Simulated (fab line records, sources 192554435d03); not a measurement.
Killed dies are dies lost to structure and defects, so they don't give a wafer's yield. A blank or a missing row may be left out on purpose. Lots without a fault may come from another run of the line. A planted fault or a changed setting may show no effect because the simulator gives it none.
fab line records | flow n5_finfet
record lots=24 wafers=72 last_day=19
route steps=1938 shown STI_FIN_REVEAL@188 DUMMY_GATE@249 SD_EPI_N@278 SD_EPI_P@310
lots that met no fault: from a run of the same line without faults
start_h: hours from the record's first day to the start of the lot's first wafer shown | wait_h: hours since the lot's step before | " the same as in the row above | L1.1+2: a row that stands for several wafers | - no value, or no start given | * or withheld: withheld | < > ~ a bound
route shown NAME@n: a module of which the file shows steps, and the number in the route of the first | usual: mean/standard deviation of fault-free wafers | same: alike in all rows | chamber/n: place in a boat | sites: the reading at each site | _std_site: their standard deviation | _edge_site: outer sites' mean less inner sites' | radius_mm: how far each site lies from the wafer's centre | mask NAME#n: copy n | behind: the tool/chamber that last shaped the wafer | hold: why the lot was held/for how many hours/how that ended | device: the transistor (n, p or np) that didn't switch | end of line: the same wafers' tests at the end of the route | a step without rows: its recipe alone | killed: dies lost to structure and defects at the first sort, not the wafer's yield | map: a wafer's dies, x killed, . not, _ none there
set.NAME: the setting as run; set.NAME@STEP: as run at that earlier step | model.NAME: the simulator's own value behind a step, which no gauge read
steps of the route over a sample of lots; a table a step, a row a wafer
services: from which hour (start_h, from the record's first day; less than 0 if before it) a tool's chamber was out of use, for how many hours, and why
## steps
# step N5_STI_FIN_REVEAL_THK_MEAS_05
# usual thk_nm=132.3/1.2
# columns lot.wafer tool chamber start_h wait_h thk_nm
L074.1 film_metro-01 - 34.18 - 133.2
L074.3 " - " " 132.3
L074.5 " - " " 135.3
L075.2 film_metro-02 - 39.41 - 134.2
L075.4 " - " " 131.2
L075.6 " - " " 133.2
L076.1 film_metro-02 - 44.95 - 131.1
L076.4 " - " " 131.4
L076.6 " - " " 131.1
L077.1 film_metro-02 - 51.03 - 132.7
L077.4 " - " " 133.0
L077.6 " - " " 132.3
L078.2 film_metro-01 - 59.86 - 133.0
L078.4 " - " " 131.8
L078.6 " - " " 131.0
L079.2 film_metro-02 - 66.56 - 130.0
L079.3 " - " " 132.9
L079.5 " - " " 133.4
L080.1 film_metro-01 - 70.15 - 131.6
L080.3 " - " " 131.4
L080.5 " - " " 132.2
L081.1 film_metro-01 - 77.13 - 131.7
L081.2 " - " " 133.3
L081.6 " - " " 132.6
L082.1 film_metro-02 - 80.68 - 132.7
L082.4 " - " " 132.6
L082.5 " - " " 131.9
L083.2 film_metro-01 - 86.72 - 133.8
L083.4 " - " " 132.6
L083.6 " - " " 133.4
L084.2 film_metro-01 - 94.71 - 133.1
L084.5 " - " " 132.4
L084.6 " - " " 134.6
L085.2 film_metro-01 - 100.30 - 133.3
L085.5 " - " " 130.5
L085.6 " - " " 132.4
L086.1 film_metro-01 - 109.65 - 131.4
L086.3 " - " " 135.2
L086.5 " - " " 132.2
L087.2 film_metro-01 - 113.78 - 131.7
L087.3 " - " " 132.5
L087.6 " - " " 131.6
L088.2 film_metro-01 - 117.93 - 131.6
L088.3 " - " " 130.9
L088.4 " - " " 132.3
L089.1 film_metro-01 - 123.27 - 133.8
L089.4 " - " " 133.1
L089.6 " - " " 132.7
L090.3 film_metro-01 - 129.83 - 132.3
L090.4 " - " " 133.8
L090.6 " - " " 133.8
L091.2 film_metro-02 - 136.08 - 132.6
L091.5 " - " " 133.4
L091.6 " - " " 135.0
L092.3 film_metro-01 - 140.64 - 133.9
L092.5 " - " " 132.5
L092.6 " - " " 134.4
L093.2 film_metro-01 - 147.32 - 132.5
L093.3 " - " " 130.1
L093.4 " - " " 133.5
L094.3 film_metro-02 - 153.56 - 134.0
L094.5 " - " " 130.5
L094.6 " - " " 132.9
L095.2 film_metro-02 - 161.14 - 132.8
L095.5 " - " " 133.1
L095.6 " - " " 133.7
L096.1 film_metro-02 - 166.86 - 131.3
L096.2 " - " " 133.5
L096.5 " - " " 132.0
L097.3 film_metro-01 - 174.07 - 132.4
L097.4 " - " " 132.4
L097.5 " - " " 134.6
# step N5_STI_FIN_REVEAL_CD_MEAS_22
# recipe target_cd_nm=6.238 pitch_nm=28 polarity=line
# usual cd_nm=6.25/0.24
# columns lot.wafer tool chamber start_h wait_h cd_nm
L074.1 cd_sem-01 - 37.34 0.0 6.23
L074.3 " - " " 6.38
L074.5 " - " " 6.10
L075.2 cd_sem-03 - 43.11 0.0 6.22
L075.4 " - " " 6.51
L075.6 " - " " 6.20
L076.1 cd_sem-02 - 48.15 0.0 6.35
L076.4 " - " " 6.59
L076.6 " - " " 6.29
L077.1 cd_sem-01 - 54.37 0.0 5.97
L077.4 " - " " 6.21
L077.6 " - " " 6.17
L078.2 cd_sem-02 - 63.08 0.0 6.24
L078.4 " - " " 6.55
L078.6 " - " " 6.43
L079.2 cd_sem-03 - 69.85 0.0 6.20
L079.3 " - " " 6.31
L079.5 " - " " 6.34
L080.1 cd_sem-01 - 73.38 0.0 6.24
L080.3 " - " " 6.19
L080.5 " - " " 6.45
L081.1 cd_sem-01 - 80.41 0.0 6.12
L081.2 " - " " 6.34
L081.6 " - " " 6.12
L082.1 cd_sem-02 - 83.87 0.0 5.93
L082.4 " - " " 6.18
L082.5 " - " " 6.41
L083.2 cd_sem-01 - 89.98 0.0 6.71
L083.4 " - " " 6.38
L083.6 " - " " 5.73
L084.2 cd_sem-01 - 97.87 0.0 6.31
L084.5 " - " " 6.55
L084.6 " - " " 6.70
L085.2 cd_sem-03 - 103.50 0.0 6.46
L085.5 " - " " 6.47
L085.6 " - " " 5.81
L086.1 cd_sem-03 - 112.80 0.0 6.10
L086.3 " - " " 6.38
L086.5 " - " " 6.83
L087.2 cd_sem-03 - 117.17 0.0 6.39
L087.3 " - " " 6.12
L087.6 " - " " 6.36
L088.2 cd_sem-02 - 121.10 0.0 6.33
L088.3 " - " " 6.50
L088.4 " - " " 6.19
L089.1 cd_sem-01 - 126.44 0.0 6.01
L089.4 " - " " 5.90
L089.6 " - " " 5.94
L090.3 cd_sem-01 - 133.07 0.0 6.22
L090.4 " - " " 6.11
L090.6 " - " " 6.03
L091.2 cd_sem-02 - 139.30 0.0 6.27
L091.5 " - " " 6.24
L091.6 " - " " 5.79
L092.3 cd_sem-01 - 143.80 0.0 5.99
L092.5 " - " " 6.23
L092.6 " - " " 6.08
L093.2 cd_sem-01 - 150.73 0.0 6.04
L093.3 " - " " 5.80
L093.4 " - " " 5.98
L094.3 cd_sem-03 - 156.73 0.0 6.23
L094.5 " - " " 6.66
L094.6 " - " " 6.53
L095.2 cd_sem-01 - 164.45 0.0 6.29
L095.5 " - " " 6.06
L095.6 " - " " 6.09
L096.1 cd_sem-03 - 170.06 0.0 6.57
L096.2 " - " " 6.08
L096.5 " - " " 6.24
L097.3 cd_sem-03 - 177.29 0.0 6.49
L097.4 " - " " 6.12
L097.5 " - " " 6.13
# step N5_DUMMY_GATE_CD_MEAS_24
# recipe target_cd_nm=15
# usual cd_nm=14.9/0.48
# columns lot.wafer tool chamber start_h wait_h cd_nm
L074.1 cd_sem-02 - 51.09 0.1 15.6
L074.3 " - " " 15.4
L074.5 " - " " 15.4
L075.2 cd_sem-01 - 55.33 0.1 13.9
L075.4 " - " " 14.4
L075.6 " - " " 14.6
L076.1 cd_sem-03 - 58.90 0.1 15.1
L076.4 " - " " 15.2
L076.6 " - " " 15.2
L077.1 cd_sem-03 - 64.23 0.1 14.4
L077.4 " - " " 14.6
L077.6 " - " " 13.7
L078.2 cd_sem-03 - 77.64 0.1 14.4
L078.4 " - " " 14.8
L078.6 " - " " 15.6
L079.2 cd_sem-02 - 81.59 0.1 14.7
L079.3 " - " " 14.5
L079.5 " - " " 14.5
L080.1 cd_sem-01 - 84.90 0.1 15.3
L080.3 " - " " 14.4
L080.5 " - " " 15.0
L081.1 cd_sem-01 - 91.02 0.1 14.8
L081.2 " - " " 15.5
L081.6 " - " " 15.0
L082.1 cd_sem-01 - 93.96 0.1 15.4
L082.4 " - " " 14.6
L082.5 " - " " 14.0
L083.2 cd_sem-01 - 99.57 0.1 14.9
L083.4 " - " " 14.4
L083.6 " - " " 15.0
L084.2 cd_sem-02 - 108.83 0.1 14.8
L084.5 " - " " 15.2
L084.6 " - " " 15.3
L085.2 cd_sem-03 - 113.70 0.1 15.1
L085.5 " - " " 14.5
L085.6 " - " " 14.3
L086.1 cd_sem-02 - 124.73 0.1 14.7
L086.3 " - " " 14.8
L086.5 " - " " 14.0
L087.2 cd_sem-01 - 129.17 0.1 14.4
L087.3 " - " " 14.7
L087.6 " - " " 14.3
L088.2 cd_sem-01 - 135.20 0.1 14.5
L088.3 " - " " 15.1
L088.4 " - " " 14.3
L089.1 cd_sem-03 - 136.51 0.1 15.1
L089.4 " - " " 15.4
L089.6 " - " " 14.8
L090.3 cd_sem-01 - 142.93 0.1 14.8
L090.4 " - " " 14.7
L090.6 " - " " 14.7
L091.2 cd_sem-03 - 149.56 0.1 15.3
L091.5 " - " " 14.7
L091.6 " - " " 14.7
L092.3 cd_sem-01 - 154.13 0.1 15.4
L092.5 " - " " 14.6
L092.6 " - " " 15.3
L093.2 cd_sem-03 - 161.50 0.1 14.6
L093.3 " - " " 14.6
L093.4 " - " " 14.5
L094.3 cd_sem-03 - 166.49 0.1 15.6
L094.5 " - " " 14.9
L094.6 " - " " 15.6
L095.2 cd_sem-03 - 174.45 0.1 15.3
L095.5 " - " " 15.5
L095.6 " - " " 15.6
L096.1 cd_sem-03 - 179.67 0.1 15.8
L096.2 " - " " 15.4
L096.5 " - " " 15.3
L097.3 cd_sem-03 - 188.04 0.1 15.0
L097.4 " - " " 14.3
L097.5 " - " " 14.5
# step N5_SD_EPI_N_ETCH_45
# recipe chemistry=CH3F/O2 target=SiOCN target_depth_a=60 mask_material=SOC ion_energy_ev=60 bias_w=29 pressure_mtorr=15 source_w=410 Ar_flow_sccm=150 CH3F_flow_sccm=30 O2_flow_sccm=20
# usual CH3F_flow_sccm=30.01/0.091 drypump_motor_current_A=5.6/0.32 oes_product_au=0.79/0.06 rf_vpp_V=127.4/0.95 showerhead_plenum_p_Torr=2.00/0.054 throttle_valve_pct=23.46/0.19
# columns lot.wafer tool chamber start_h wait_h CH3F_flow_sccm drypump_motor_current_A oes_product_au rf_hours_counter_h rf_vpp_V showerhead_plenum_p_Torr throttle_valve_pct
L074.1 rie_diel-02 1 52.92 0.1 29.99 5.2 0.81 101 127.4 2.01 23.31
L074.3 " 3 " " 30.09 5.1 0.78 145 129.1 2.08 23.77
L074.5 " 1 " " 29.91 5.2 0.80 - 127.7 2.01 23.33
L075.2 rie_diel-02 1 57.22 0.1 30.09 5.2 0.79 102 128.2 2.01 23.32
L075.4 " 0 " " 29.94 6.2 0.81 113 127.4 1.93 23.13
L075.6 " 3 " " 30.08 5.1 0.78 - 128.5 2.08 23.78
L076.1 rie_diel-06 3 62.19 0.1 29.87 5.9 0.78 126 126.5 1.93 23.43
L076.4 " 2 " " 29.82 5.1 0.73 159 127.4 2.09 23.43
L076.6 " 0 " " 29.92 5.2 0.74 - 128.8 2.07 23.68
L077.1 rie_diel-02 3 67.21 0.1 30.13 5.1 0.77 150 128.7 2.08 23.78
L077.4 " 0 " " 30.16 6.1 0.81 116 127.0 1.93 23.13
L077.6 " 2 " " 29.88 5.3 0.74 - 126.4 1.91 23.75
L078.2 rie_diel-01 0 79.40 0.1 29.93 5.8 0.89 37 128.0 2.04 23.46
L078.4 " 2 " " 29.86 5.6 0.83 - 127.2 2.02 23.39
L078.6 " 3 " " 30.16 5.7 0.79 - 127.0 1.99 23.50
L079.2 rie_diel-02 2 83.39 0.1 29.97 5.3 0.74 171 125.3 1.91 23.77
L079.3 " 0 " " 30.02 6.2 0.80 121 126.0 1.93 23.16
L079.5 " 2 " " 30.08 5.3 0.74 - 127.7 1.91 23.75
L080.1 rie_diel-02 2 87.87 0.1 29.96 5.3 0.74 173 126.1 1.91 23.77
L080.3 " 1 " " 29.94 5.2 0.79 113 126.5 2.01 23.33
L080.5 " 0 " " 29.97 6.2 0.79 - 126.8 1.93 23.15
L081.1 rie_diel-06 0 93.17 0.1 29.95 5.2 0.73 171 126.2 2.07 23.69
L081.2 " 3 " " 30.06 5.9 0.78 137 126.2 1.93 23.45
L081.6 " 3 " " 30.11 5.9 0.77 - 125.9 1.93 23.46
L082.1 rie_diel-01 0 96.41 0.1 30.00 5.7 0.88 44 127.8 2.03 23.48
L082.4 " 3 " " 30.01 5.7 0.77 - 127.2 1.99 23.51
L082.5 " 0 " " 30.03 5.7 0.86 - 127.5 2.03 23.48
L083.2 rie_diel-06 3 101.99 0.1 30.04 5.9 0.77 139 126.7 1.93 23.46
L083.4 " 2 " " 30.02 5.1 0.72 172 127.5 2.09 23.47
L083.6 " 3 " " 30.07 5.9 0.77 - 126.7 1.93 23.41
L084.2 rie_diel-01 0 110.71 0.1 30.16 5.8 0.86 49 126.3 2.03 23.50
L084.5 " 3 " " 30.00 5.7 0.75 - 128.9 1.99 23.52
L084.6 " 2 " " 29.97 5.6 0.82 - 127.3 2.01 23.39
L085.2 rie_diel-02 2 115.47 0.1 30.15 5.3 0.73 183 126.7 1.90 23.78
L085.5 " 1 " " 30.05 5.2 0.78 - 126.9 2.00 23.35
L085.6 " 0 " " 30.04 6.2 0.78 - 127.5 1.93 23.15
L086.1 rie_diel-01 2 126.49 0.1 29.95 5.7 0.82 80 126.7 2.01 23.41
L086.3 " 1 " " 30.14 5.7 0.96 9 128.3 2.04 23.20
L086.5 " 0 " " 29.94 5.7 0.85 - 127.6 2.03 23.47
L087.2 rie_diel-02 3 131.54 0.1 29.94 5.1 0.76 165 128.6 2.08 23.80
L087.3 " 2 " " 30.07 5.3 0.73 188 126.4 1.90 23.79
L087.6 " 1 " " 30.07 5.2 0.78 - 128.3 2.00 23.35
L088.2 rie_diel-06 3 137.12 0.1 30.04 5.9 0.76 149 127.5 1.92 23.47
L088.3 " 0 " " 29.98 5.2 0.72 185 127.2 2.07 23.71
L088.4 " 1 " " 30.03 5.2 0.69 247 126.6 1.98 23.54
L089.1 rie_diel-02 1 143.74 0.1 30.02 5.2 0.77 133 128.1 2.00 23.36
L089.4 " 3 " " 29.99 5.1 0.75 168 128.2 2.08 23.82
L089.6 " 0 " " 29.97 6.2 0.77 - 126.7 1.92 23.18
L090.3 rie_diel-01 2 144.97 0.1 30.06 5.6 0.81 87 127.2 2.01 23.44
L090.4 " 0 " " 30.05 5.7 0.84 61 127.5 2.03 23.50
L090.6 " 0 " " 30.07 5.7 0.84 - 129.1 2.03 23.50
L091.2 rie_diel-01 1 151.65 0.1 30.12 5.7 0.93 18 126.0 2.04 23.22
L091.5 " 0 " " 29.93 5.7 0.83 - 126.2 2.03 23.48
L091.6 " 1 " " 30.06 5.7 0.92 - 126.9 2.04 23.23
L092.3 rie_diel-01 3 156.15 0.1 30.07 5.7 0.75 178 127.2 1.98 23.54
L092.5 " 2 " " 30.00 5.7 0.81 - 125.7 2.01 23.43
L092.6 " 1 " " 29.99 5.7 0.94 - 128.3 2.04 23.22
L093.2 rie_diel-02 2 164.39 0.1 30.11 5.3 0.72 199 127.1 1.90 23.81
L093.3 " 3 " " 29.94 5.1 0.74 176 126.6 2.07 23.81
L093.4 " 2 " " 30.01 5.3 0.72 - 126.4 1.90 23.81
L094.3 rie_diel-01 1 168.65 0.1 30.07 5.8 0.92 25 128.7 2.03 23.23
L094.5 " 0 " " 29.81 5.7 0.83 - 126.5 2.03 23.52
L094.6 " 3 " " 30.04 5.7 0.75 - 128.7 1.98 23.54
L095.2 rie_diel-01 2 176.93 0.1 29.95 5.7 0.79 98 127.0 2.01 23.42
L095.5 " 2 " " 29.96 5.7 0.80 - 127.8 2.01 23.42
L095.6 " 3 " " 30.02 5.7 0.74 - 128.6 1.98 23.54
L096.1 rie_diel-01 0 182.18 0.1 29.96 5.7 0.82 75 128.7 2.02 23.53
L096.2 " 3 " " 29.98 5.7 0.74 190 127.7 1.98 23.55
L096.5 " 3 " " 29.91 5.7 0.74 - 127.4 1.98 23.54
L097.3 rie_diel-01 3 190.37 0.1 30.07 5.7 0.74 191 127.5 1.98 23.55
L097.4 " 1 " " 29.98 5.8 0.90 31 128.9 2.03 23.24
L097.5 " 3 " " 30.07 5.7 0.74 - 126.6 1.98 23.55
# step N5_SD_EPI_N_STRIP_38
# recipe chemistry=N2/H2 power_w=1000 temp_c=250 h2_frac=0.65 overash_fraction=0.3 pressure_mtorr=withheld n2_flow_sccm=1750 h2_flow_sccm=3250
# usual drypump_motor_current_A=5.21/0.26 heater_power_w=340/40 oes_product_au=0.760/0.011
# columns lot.wafer tool chamber start_h wait_h drypump_motor_current_A heater_power_w oes_product_au rf_hours_counter_h
L074.1 plasma_asher-01 0 53.18 0.1 4.83 338 0.753 32
L074.3 " 1 " " 5.47 293 0.766 -
L074.5 " 1 " " 5.47 278 0.763 -
L075.2 plasma_asher-02 1 57.49 0.1 5.18 344 0.745 86
L075.4 " 1 " " 5.17 344 0.752 -
L075.6 " 0 " " 5.36 398 0.770 -
L076.1 plasma_asher-01 1 62.45 0.1 5.49 294 0.755 35
L076.4 " 0 " " 4.81 333 0.746 -
L076.6 " 0 " " 4.80 329 0.774 -
L077.1 plasma_asher-02 1 67.47 0.1 5.21 359 0.763 88
L077.4 " 0 " " 5.40 399 0.777 -
L077.6 " 0 " " 5.36 394 0.770 -
L078.2 plasma_asher-02 0 79.67 0.1 5.38 401 0.737 90
L078.4 " 0 " " 5.39 383 0.760 -
L078.6 " 0 " " 5.39 404 0.746 -
L079.2 plasma_asher-01 0 83.66 0.1 4.79 327 0.748 38
L079.3 " 1 " " 5.46 286 0.764 -
L079.5 " 0 " " 4.81 336 0.757 -
L080.1 plasma_asher-01 1 88.14 0.1 5.47 283 0.746 39
L080.3 " 1 " " 5.47 287 0.747 -
L080.5 " 0 " " 4.81 336 0.755 -
L081.1 plasma_asher-02 0 93.43 0.1 5.41 393 0.758 94
L081.2 " 1 " " 5.18 348 0.752 94
L081.6 " 1 " " 5.20 355 0.752 -
L082.1 plasma_asher-02 1 96.67 0.1 5.21 347 0.749 94
L082.4 " 0 " " 5.38 396 0.776 -
L082.5 " 1 " " 5.15 345 0.749 -
L083.2 plasma_asher-02 1 102.38 0.1 5.17 358 0.758 95
L083.4 " 0 " " 5.39 391 0.755 -
L083.6 " 1 " " 5.17 360 0.759 -
L084.2 plasma_asher-01 1 110.98 0.1 5.45 281 0.789 42
L084.5 " 0 " " 4.84 339 0.759 -
L084.6 " 1 " " 5.47 288 0.753 -
L085.2 plasma_asher-01 0 115.73 0.1 4.84 339 0.743 44
L085.5 " 1 " " 5.51 294 0.762 -
L085.6 " 0 " " 4.85 344 0.756 -
L086.1 plasma_asher-01 0 126.76 0.1 4.82 344 0.751 46
L086.3 " 0 " " 4.81 337 0.738 -
L086.5 " 0 " " 4.82 336 0.773 -
L087.2 plasma_asher-02 1 131.80 0.1 5.19 349 0.759 101
L087.3 " 0 " " 5.38 398 0.764 -
L087.6 " 1 " " 5.18 356 0.737 -
L088.2 plasma_asher-01 1 137.40 0.1 5.46 283 0.746 48
L088.3 " 0 " " 4.81 344 0.744 -
L088.4 " 1 " " 5.43 286 0.768 -
L089.1 plasma_asher-01 0 144.01 0.1 4.77 332 0.750 50
L089.4 " 0 " " 4.83 336 0.754 -
L089.6 " 0 " " 4.81 335 0.767 -
L090.3 plasma_asher-01 1 145.26 0.1 5.47 290 0.763 -
L090.4 " 0 " " 4.83 335 0.750 -
L090.6 " 1 " " 5.47 287 0.761 -
L091.2 plasma_asher-01 1 151.91 0.1 5.47 287 0.760 51
L091.5 " 0 " " 4.80 337 0.771 -
L091.6 " 1 " " 5.48 277 0.768 -
L092.3 plasma_asher-02 1 156.43 0.1 5.18 357 0.757 -
L092.5 " 0 " " 5.35 388 0.754 -
L092.6 " 1 " " 5.21 352 0.751 -
L093.2 plasma_asher-01 0 164.67 0.1 4.80 340 0.771 54
L093.3 " 1 " " 5.48 286 0.767 -
L093.4 " 0 " " 4.83 335 0.737 -
L094.3 plasma_asher-02 0 168.94 0.1 5.38 400 0.778 -
L094.5 " 0 " " 5.37 399 0.762 -
L094.6 " 1 " " 5.20 357 0.766 -
L095.2 plasma_asher-01 0 177.20 0.1 4.83 339 0.764 57
L095.5 " 0 " " 4.82 329 0.767 -
L095.6 " 1 " " 5.46 288 0.772 -
L096.1 plasma_asher-02 1 182.45 0.1 5.17 361 0.755 111
L096.2 " 0 " " 5.37 396 0.758 111
L096.5 " 0 " " 5.42 393 0.756 -
L097.3 plasma_asher-02 1 190.70 0.1 5.18 351 0.762 -
L097.4 " 0 " " 5.39 399 0.761 -
L097.5 " 1 " " 5.20 355 0.769 -
# step N5_SD_EPI_P_ETCHBACK_46
# recipe chemistry=CH3F/O2 mode=anisotropic_etchback target=SiNx target_depth_a=175 stop_on=SiO2 over_etch_frac=0.3 ion_energy_ev=120 pressure_mtorr=30 source_w=395 bias_w=73 Ar_flow_sccm=150 CH3F_flow_sccm=30 O2_flow_sccm=20
# usual CH3F_flow_sccm=30.01/0.089 drypump_motor_current_A=5.5/0.52 oes_o_777_au=0.77/0.074 oes_product_au=0.66/0.062 rf_vpp_V=299/4.7 showerhead_plenum_p_Torr=2.02/0.079 throttle_valve_pct=16.44/0.27
# columns lot.wafer tool chamber start_h wait_h CH3F_flow_sccm drypump_motor_current_A oes_o_777_au oes_product_au rf_hours_counter_h rf_vpp_V showerhead_plenum_p_Torr throttle_valve_pct
L074.1 rie_diel-05 1 57.35 0.0 29.89 5.6 0.92 0.77 19 302 2.14 16.42
L074.3 " 0 " " 29.98 5.8 0.90 0.76 29 294 2.12 16.13
L074.5 " 1 " " 29.94 5.6 0.93 0.77 - 301 2.14 16.44
L075.2 rie_diel-03 0 61.67 0.0 30.03 4.9 0.79 0.68 123 299 1.93 16.57
L075.4 " 3 " " 29.96 6.3 0.71 0.60 223 293 1.99 16.93
L075.6 " 0 " " 30.02 4.9 0.78 0.68 - 298 1.93 16.57
L076.1 rie_diel-04 1 66.56 0.0 30.01 4.9 0.75 0.66 127 301 2.09 16.70
L076.4 " 3 " " 30.06 4.9 0.73 0.66 137 304 2.08 16.42
L076.6 " 0 " " 30.06 5.3 0.76 0.66 - 303 2.01 16.06
L077.1 rie_diel-04 0 72.46 0.0 29.93 5.3 0.76 0.65 121 303 2.01 16.06
L077.4 " 3 " " 30.07 4.9 0.73 0.66 - 303 2.08 16.42
L077.6 " 1 " " 29.97 4.9 0.75 0.66 - 301 2.09 16.69
L078.2 rie_diel-03 0 83.89 0.0 29.95 4.9 0.78 0.67 129 298 1.92 16.58
L078.4 " 3 " " 30.01 6.3 0.71 0.60 - 293 1.99 16.94
L078.6 " 0 " " 29.94 4.9 0.78 0.67 - 297 1.92 16.57
L079.2 rie_diel-05 2 87.59 0.0 30.15 5.0 0.68 0.59 247 298 1.88 16.77
L079.3 " 0 " " 30.06 5.8 0.88 0.75 38 294 2.12 16.16
L079.5 " 2 " " 30.09 5.0 0.68 0.59 - 297 1.88 16.77
L080.1 rie_diel-03 3 92.32 0.0 29.85 6.3 0.70 0.59 231 293 1.99 16.95
L080.3 " 1 " " 29.95 6.1 0.75 0.64 130 296 2.00 16.48
L080.5 " 2 " " 30.16 6.1 0.72 0.62 - 306 2.06 16.39
L081.1 rie_diel-05 1 97.50 0.0 29.82 5.6 0.89 0.75 32 301 2.13 16.45
L081.2 " 3 " " 29.84 6.1 0.91 0.80 6 298 1.96 15.95
L081.6 " 0 " " 30.01 5.8 0.88 0.74 - 292 2.12 16.16
L082.1 rie_diel-05 3 101.52 0.0 29.97 6.1 0.91 0.81 8 298 1.96 15.94
L082.4 " 0 " " 29.93 5.8 0.88 0.74 42 292 2.12 16.16
L082.5 " 0 " " 29.85 5.8 0.87 0.74 - 294 2.12 16.17
L083.2 rie_diel-05 1 106.97 0.0 29.90 5.6 0.89 0.74 35 302 2.13 16.46
L083.4 " 0 " " 30.19 5.8 0.87 0.74 44 293 2.12 16.17
L083.6 " 1 " " 30.07 5.6 0.89 0.75 - 302 2.13 16.47
L084.2 rie_diel-04 2 117.33 0.0 29.99 5.1 0.75 0.63 176 291 1.91 16.37
L084.5 " 3 " " 30.30 4.9 0.72 0.65 - 303 2.07 16.45
L084.6 " 2 " " 29.99 5.1 0.75 0.62 - 290 1.91 16.37
L085.2 rie_diel-03 1 119.67 0.0 30.03 6.0 0.75 0.63 138 296 2.00 16.50
L085.5 " 2 " " 30.21 6.1 0.72 0.62 - 306 2.06 16.39
L085.6 " 3 " " 30.21 6.3 0.70 0.59 - 291 1.99 16.96
L086.1 rie_diel-04 0 132.63 0.0 29.90 5.3 0.74 0.65 137 305 2.00 16.09
L086.3 " 2 " " 29.99 5.1 0.75 0.62 180 291 1.91 16.36
L086.5 " 0 " " 29.83 5.3 0.74 0.65 - 303 2.00 16.11
L087.2 rie_diel-03 2 136.88 0.0 30.12 6.2 0.71 0.61 218 305 2.06 16.43
L087.3 " 3 " " 29.89 6.3 0.69 0.59 245 292 1.99 16.97
L087.6 " 2 " " 29.97 6.2 0.72 0.61 - 305 2.06 16.42
L088.2 rie_diel-04 2 141.83 0.0 30.13 5.1 0.75 0.62 183 291 1.91 16.36
L088.3 " 0 " " 30.02 5.3 0.74 0.64 140 303 2.00 16.12
L088.4 " 1 " " 29.98 4.9 0.73 0.64 147 303 2.09 16.73
L089.1 rie_diel-04 3 149.55 0.0 29.99 4.9 0.72 0.64 160 303 2.07 16.46
L089.4 " 1 " " 30.02 4.9 0.73 0.64 149 300 2.09 16.73
L089.6 " 3 " " 30.04 4.9 0.72 0.65 - 303 2.07 16.49
L090.3 rie_diel-03 1 150.25 0.0 30.06 6.0 0.74 0.63 147 294 2.00 16.50
L090.4 " 2 " " 30.10 6.1 0.71 0.60 222 306 2.06 16.42
L090.6 " 3 " " 29.92 6.3 0.69 0.59 - 292 1.99 16.99
L091.2 rie_diel-03 1 157.79 0.0 30.02 6.0 0.74 0.62 150 296 2.00 16.50
L091.5 " 1 " " 29.91 6.1 0.74 0.62 - 295 2.00 16.49
L091.6 " 2 " " 29.93 6.1 0.71 0.61 - 305 2.05 16.44
L092.3 rie_diel-04 3 160.82 0.0 29.95 4.9 0.71 0.64 164 304 2.07 16.46
L092.5 " 1 " " 30.10 4.9 0.73 0.64 - 301 2.09 16.75
L092.6 " 2 " " 30.06 5.1 0.74 0.62 - 290 1.90 16.38
L093.2 rie_diel-04 0 169.81 0.0 29.93 5.3 0.73 0.63 148 304 2.00 16.12
L093.3 " 3 " " 30.15 4.9 0.71 0.64 167 302 2.07 16.47
L093.4 " 2 " " 29.92 5.1 0.74 0.61 192 289 1.90 16.39
L094.3 rie_diel-05 1 174.00 0.0 29.96 5.6 0.86 0.72 56 304 2.12 16.49
L094.5 " 1 " " 30.00 5.6 0.86 0.72 - 302 2.12 16.48
L094.6 " 0 " " 30.06 5.8 0.85 0.72 - 295 2.11 16.21
L095.2 rie_diel-05 0 181.54 0.0 30.02 5.8 0.84 0.71 68 293 2.11 16.22
L095.5 " 3 " " 30.03 6.1 0.86 0.75 - 299 1.95 16.00
L095.6 " 0 " " 30.00 5.8 0.84 0.71 - 294 2.11 16.20
L096.1 rie_diel-05 2 187.16 0.0 29.88 5.0 0.92 0.79 18 304 2.12 16.34
L096.2 " 0 " " 29.96 5.8 0.83 0.71 70 294 2.11 16.21
L096.5 " 3 " " 29.99 6.1 0.85 0.75 - 297 1.95 16.02
L097.3 rie_diel-04 1 195.50 0.0 29.99 4.9 0.72 0.64 160 301 2.08 16.75
L097.4 " 2 " " 30.11 5.1 0.73 0.61 195 292 1.90 16.40
L097.5 " 1 " " 29.91 4.9 0.72 0.64 - 301 2.08 16.75
## services
# columns tool chamber start_h hours kind
rie_diel-05 1 46.73 4.1 repair
rie_diel-05 3 56.25 - clean
rie_diel-05 3 56.25 - consumable_replace:focus_ring
rie_diel-03 1 70.57 13.5 repair
rie_diel-04 2 71.52 4.8 repair
rie_diel-01 1 72.25 - clean
rie_diel-01 1 72.25 - consumable_replace:esc
rie_diel-01 1 72.25 - consumable_replace:focus_ring
rie_diel-01 1 72.25 27.6 scheduled_down
rie_diel-01 1 72.25 27.6 vent_cycle
rie_diel-01 2 84.59 4.7 repair
rie_diel-02 0 92.12 4.1 repair
rie_diel-06 3 93.50 2.2 repair
rie_diel-05 2 111.70 7.9 repair
rie_diel-05 - 147.63 0.9 repair
rie_diel-03 0 154.99 7.7 repair
plasma_asher-02 - 158.03 2.8 pm
rie_diel-02 2 173.19 5.9 repair
rie_diel-04 - 174.46 15.6 pm
rie_diel-06 1 176.21 35.1 repair
rie_diel-05 2 179.59 5.7 repair
rie_diel-02 - 182.74 0.5 repair
rie_diel-05 1 184.83 6.6 repair
rie_diel-02 2 192.53 6.0 repair
## key
fault none
